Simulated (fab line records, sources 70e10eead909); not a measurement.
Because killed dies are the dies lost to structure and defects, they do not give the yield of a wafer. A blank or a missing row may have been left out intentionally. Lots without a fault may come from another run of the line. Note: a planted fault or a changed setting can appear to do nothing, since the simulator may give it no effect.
Struck lot and sound lot, side by side || flow nand harc || 40 steps out of a route of 1302
Sound: wafers L532.3, L532.4, L532.6. Struck: wafer L551.5. (L551.2, L551.3 of the same lot were not struck and are left out.) The cause comes at the end.
At each step with rows: each side's tool, then ch and its chambers, then its first start. Under that, the readings that differ: sound wafers || struck wafers || difference of the means || sigmas: that difference in standard deviations of wafers without a fault.
alike: readings with means less than 2 such deviations apart, plus words and numbers identical on both sides. not compared: withheld readings, readings lacking a value on some wafer, bounds such as >300 that could conceal the same value, and numbers that have no deviation in the record and whose values overlap.
A row with sigmas, a row that says differs or no value, or rows on one side alone: a step with any of these is where the two part. Non-overlapping numbers with no deviation appear without sigmas and do not part them. Lack of a reading on every wafer of one side parts them only where that side has two or more wafers.

first, 7 steps without rows for these wafers: NHARC_P_CONTACT_COAT_34 (time 65 s); NHARC_P_CONTACT_COAT_06 (resist thk 90 nm); NHARC_P_CONTACT_SOFTBAKE_07 (time 55 s); NHARC_P_CONTACT_EBR_08; NHARC_P_CONTACT_EXPOSE_09 (exposes mask P CA, target cd 90 nm); NHARC_P_CONTACT_PEB_10 (peb time 65 s); NHARC_P_CONTACT_DEVELOP_11 (develop time 35 s).
NHARC_P_CONTACT_CD_MEAS_12: the cd target is 90 nm.
  sound on cd sem-01 ch 0, day 5 20:22; struck on cd sem-03 ch 0, day 13 21:55
  alike: cd nm
NHARC_P_CONTACT_OVL_MEAS_13:
  sound on overlay-02, day 5 20:26; struck on overlay-02, day 13 22:00
  alike: overlay x nm, overlay y nm
NHARC_P_CONTACT_INSPECT_14:
  sound on defect inspect-02, day 5 20:29; struck on defect inspect-02, day 13 22:02
  alike: raw defect count
then, 2 steps without rows for these wafers: NHARC_P_CONTACT_DESCUM_17 (chemistry O2, time 3 s); NHARC_P_CONTACT_ETCH_35 (etches the open film in CF4, target depth 39 nm, time 65 s).
NHARC_P_CONTACT_ETCH_36: etches the open film in N2/H2, target depth 260 nm, time 406.25 s.
  sound on rie diel-13 ch 0,2,3, day 5 20:43; struck on rie diel-13 ch 1, day 13 22:18
  alike: drypump motor current A, mfc ar sccm, oes product au, rf vpp V, showerhead plenum p Torr, throttle valve pct
  not compared: rf hours counter h
then, 2 steps without rows for these wafers: NHARC_P_CONTACT_ETCH_18 (etches the open film in C4F8/O2/Ar, target depth 481 nm, time 240.5 s); NHARC_P_CONTACT_STRIP_37 (strips in C4F8/O2/Ar).
NHARC_P_CONTACT_ETCH_31: etches the open film in CH3F/O2, target depth 30 nm, time 85.7 s.
  sound: rie diel-13 ch 0,1,3; struck: rie diel-13 ch 2
{"reading": "drypump motor current A (A)", "sound": "6.1 5.7 5.7", "struck": 5.1, "difference": -0.7, "sigmas": -2}
  alike: mfc ar sccm, oes product au, rf vpp V, showerhead plenum p Torr, throttle valve pct
  not compared: rf hours counter h
NHARC_P_CONTACT_CD_MEAS_19:
  sound on cd sem-03, day 5 21:26; struck on cd sem-01, day 13 22:59
  alike: cd nm
NHARC_P_CONTACT_STRIP_28: strips in O2.
  sound on rie diel-08 ch 2,3, day 5 21:30; struck on rie diel-08 ch 2, day 13 23:03
  alike: drypump motor current A, mfc ar sccm, oes product au, rf vpp V, showerhead plenum p Torr, throttle valve pct
  not compared: rf hours counter h
then, 1 step without rows for these wafers: NHARC_P_CONTACT_STRIP_29 (strips in post etch residue remover, time 1200 s).
NHARC_P_CONTACT_DEGAS_38: time 60 s.
  sound on pvd sputter-03, day 5 22:08; struck on pvd sputter-02, day 13 23:42
  alike: heater power w
then, 2 steps without rows for these wafers: NHARC_P_CONTACT_PRE_CLEAN_39 (time 19.5 s); NHARC_P_CONTACT_PVD_32 (deposits Ti, target thk 5 nm, time 17.7 s).
NHARC_P_CONTACT_ALD_22: deposits TiN, target thk 3 nm, pulse time 1 s, ald cycles 150.
  sound on ald metal-02 ch 0,1, day 5 22:23; struck on ald metal-04 ch 3, day 13 23:56
  alike: heater power w, precursor pulse height rel
then, 13 steps without rows for these wafers: NHARC_P_CONTACT_CVD_23 (deposits W, target thk 200 nm, time 557 s); NHARC_P_CONTACT_CMP_24 (polishes, t overpolish 30 s, target thk 200 nm); NHARC_P_CONTACT_SRD_26; NHARC_P_M0_DEP_00 (deposits SiOC, target thk 150 nm); NHARC_P_M0_DEHYDRATE_01 (time 120 s); NHARC_P_M0_HMDS_02 (time 30 s); NHARC_P_M0_COAT_33 (time 65 s); NHARC_P_M0_COAT_03 (resist thk 90 nm); NHARC_P_M0_SOFTBAKE_04 (time 55 s); NHARC_P_M0_EBR_05; NHARC_P_M0_EXPOSE_06 (exposes mask P M0, target cd 90 nm); NHARC_P_M0_PEB_07 (peb time 65 s); NHARC_P_M0_DEVELOP_08 (develop time 35 s).
NHARC_P_M0_CD_MEAS_09: the cd target is 90 nm.
  sound on cd sem-02 ch 0, day 6 00:38; struck on cd sem-01 ch 0, day 14 02:05
  alike: cd nm
NHARC_P_M0_OVL_MEAS_10: pitch 180 nm.
  sound on overlay-02, day 6 00:44; struck on overlay-02, day 14 02:10
  alike: overlay x nm, overlay y nm
NHARC_P_M0_DESCUM_14: chemistry O2, time 3 s.
  sound on rie diel-03 ch 2,3, day 6 00:50; struck on rie diel-12 ch 2, day 14 02:19
{"reading": "oes product au (a.u.)", "sound": "0.988 1.012 0.987", "struck": 1.025, "difference": "+0.029", "sigmas": "+3"}
  alike: drypump motor current A, mfc ar sccm, rf vpp V, showerhead plenum p Torr, throttle valve pct
  not compared: rf hours counter h
-- the record jumps here: 18 days lie between the struck wafers' starts before and after (it left off in module P_M0 and takes up again in module END, whose first step shown is number 1302 of the route) --
NHARC_END_SORT_01:
  sound on prober-02 ch 0, day 24 10:34; struck on prober-01 ch 0, day 32 02:14
{"reading": "killed at periphery", "sound": "1 2 1", "struck": 102, "difference": "+101", "sigmas": "+40"}
{"reading": "killed dies", "sound": "19 25 20", "struck": 144, "difference": "+123", "sigmas": "+6"}
  alike: killed at array, killed at other, killed open, killed short

== WHERE THEY PART ==
Last at NHARC_END_SORT_01 as far as this record goes, first at NHARC_P_CONTACT_ETCH_31.

WHY: what the simulator had put in
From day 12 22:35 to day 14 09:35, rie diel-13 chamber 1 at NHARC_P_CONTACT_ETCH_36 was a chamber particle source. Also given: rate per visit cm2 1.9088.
